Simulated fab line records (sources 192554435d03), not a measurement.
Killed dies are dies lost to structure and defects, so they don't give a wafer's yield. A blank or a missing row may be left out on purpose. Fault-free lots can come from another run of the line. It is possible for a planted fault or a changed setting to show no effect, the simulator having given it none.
A lot that was struck, set against a sound lot ; flow n5_finfet ; 14 steps out of a route of 1938
Sound: wafers L356.1, L356.4, L356.6. The struck wafers were L366.1, L366.2. The cause is named last.
Per side, at each step with rows, come the tool, then ch with its chambers, and then its first start. Under that, the readings that differ: sound wafers ; struck wafers ; difference of the means ; sigmas: that difference in standard deviations of wafers without a fault.
alike: a reading whose means differ by less than 2 such deviations, as well as words and numbers matching on both sides. not compared: withheld readings; readings where some wafer has no value; bounds like >300 that might hide an equal value; numbers whose values overlap and for which the record gives no deviation.
A row with sigmas, a row that says differs or no value, or rows on one side alone: a step with any of these is where the two part. Numbers that have no deviation but don't overlap get no sigmas and don't part them. Lack of a reading on every wafer of one side parts them only where that side has two or more wafers.

first, 2 steps without rows for these wafers: N5_BEOL_M8_PRECLEAN_42 (cleans in residue remover, time 60 s); N5_BEOL_M8_SRD_43 (time 30 s).
N5_BEOL_M8_CD_MEAS_35 targets a cd of 40 nm.
  sound: cd_sem-01 at day 10 09:30; struck: cd_sem-01 at day 13 02:24
  alike: cd_nm
then, 1 step without rows for these wafers: N5_BEOL_M8_CURE_75 (cures SiCOH lowk, time 120 s).
N5_BEOL_M8_DEGAS_44: time 60 s.
  sound: pvd_sputter-03 at day 10 09:59; struck: pvd_sputter-02 at day 13 03:13
  alike: heater_power_w
N5_BEOL_M8_PRE_CLEAN_45: time 30 s.
  sound: pvd_sputter-03 at day 10 10:02; struck: pvd_sputter-02 at day 13 03:15
  alike: heater_power_w
N5_BEOL_M8_ALD_77: deposits TaN, target thk 2 nm, pulse time 2 s, purge time 3 s.
  sound on ald_metal-01 ch 0,1, day 10 10:05; struck on ald_metal-01 ch 0,3, day 13 03:20
  alike: heater_power_w, precursor_vessel_carrier_sccm
N5_BEOL_M8_SURFACE_TREAT_79:
  sound: pvd_sputter-02 at day 10 10:29; struck: pvd_sputter-03 at day 13 03:43
  not compared: throttle_valve_pct
then, 3 steps without rows for these wafers: N5_BEOL_M8_CVD_78 (deposits Co from CCTBA/H2, target thk 2 nm, time 142.3 s); N5_BEOL_M8_SPUTTER_48 (material Cu, target thk 10 nm, time 1.667 s); N5_BEOL_M8_ECD_50 (material Cu, target thk 300 nm).
N5_BEOL_M8_ANNEAL_51: time 90 s.
  sound on rtp_anneal-02 ch 0, day 10 11:31; struck on rtp_anneal-02 ch 0, day 13 04:07
  alike: anneal_temp_c_max, wafer_temp_C_max
N5_BEOL_M8_CMP_52: polishes, stops on SiCOH lowk, t overpolish 6.9 s, target thk 80 nm.
  sound on cmp-02 ch 0,1,2, day 10 11:49; struck on cmp-02 ch 0,2, day 13 04:25
reading;sound;struck;difference;sigmas
barrier_field_endpoint_s (s);27.4 28.1 28.3;16.1 16.7;-11.5;-16
time_to_endpoint_s (s);60 60 63;37 37;-24;-8
  alike: motor_current_A, overpolish_run_s
-- record jumps: 4 days separate the struck wafers' starts on either side; left off in module BEOL_M8, taken up again in module PASSIVATION, whose first shown step is the route's number 1936 --
N5_PASSIVATION_PROBE_49:
  record: rows for the struck wafers here (prober-02, day 16 16:46), none for the sound ones

== WHERE THEY PART ==
Last at N5_PASSIVATION_PROBE_49 as far as this record goes, first at N5_BEOL_M8_CMP_52.

WHY: what had been put in by the simulator
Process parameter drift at N5_BEOL_M8_CMP_52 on cmp-02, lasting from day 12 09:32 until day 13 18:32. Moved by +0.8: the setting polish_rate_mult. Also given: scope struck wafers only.
